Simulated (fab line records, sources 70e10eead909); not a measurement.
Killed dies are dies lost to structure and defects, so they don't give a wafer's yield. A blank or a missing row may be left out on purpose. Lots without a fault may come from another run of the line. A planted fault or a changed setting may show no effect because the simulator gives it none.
Which tool did it? | flow nand_harc | 12 lots, 36 wafers sampled, at 1 step of a route of 1302

WHAT THE GAUGES READ, wafer by wafer
NHARC_A_SLIT_INSPECT_11.
lot  | measured     | on                | raw_defect_count
L076 | day 20 10:10 | defect_inspect-01 | 79 72 68
L079 | day 21 02:47 | defect_inspect-02 | 119 101 128
L078 | day 21 04:25 | defect_inspect-02 | 63 54 62
L080 | day 22 22:53 | defect_inspect-02 | 95 117 108
L084 | day 23 13:01 | defect_inspect-02 | 86 64 88
L086 | day 24 01:25 | defect_inspect-01 | 25 34 32
L085 | day 24 17:55 | defect_inspect-02 | 66 52 71
L091 | day 26 03:43 | defect_inspect-02 | 71 69 51
L088 | day 26 06:34 | defect_inspect-02 | 58 71 62
L093 | day 28 00:15 | defect_inspect-01 | 79 54 56
L095 | day 28 03:50 | defect_inspect-01 | 27 26 28
L097 | day 30 02:19 | defect_inspect-02 | 5 11 14

WHICH TOOL RAN EACH LOT (tool, then ch and the chambers of the sampled wafers, then the start)
The record holds no process step before these readings.

THE ANSWER, worked out from the rows above alone
Rule: what is usual is taken from the lots themselves. Put in order of their means at a reading, lots are off if they are a third of the lots or fewer, leave a main group of 4 or more, and stand apart from it by a gap of 3 or more times the standard deviation of the main group's means; of several such gaps the widest counts. A main group whose means are all the same, to the digits that the tables above print for the reading, isn't used. A lot without any number at a reading at which 4 lots or more have one is off too. The other lots that the step has rows for count as sound.
No lot is off at any reading shown: from this, nothing can be told.

WHAT THE SIMULATOR HAD PUT IN
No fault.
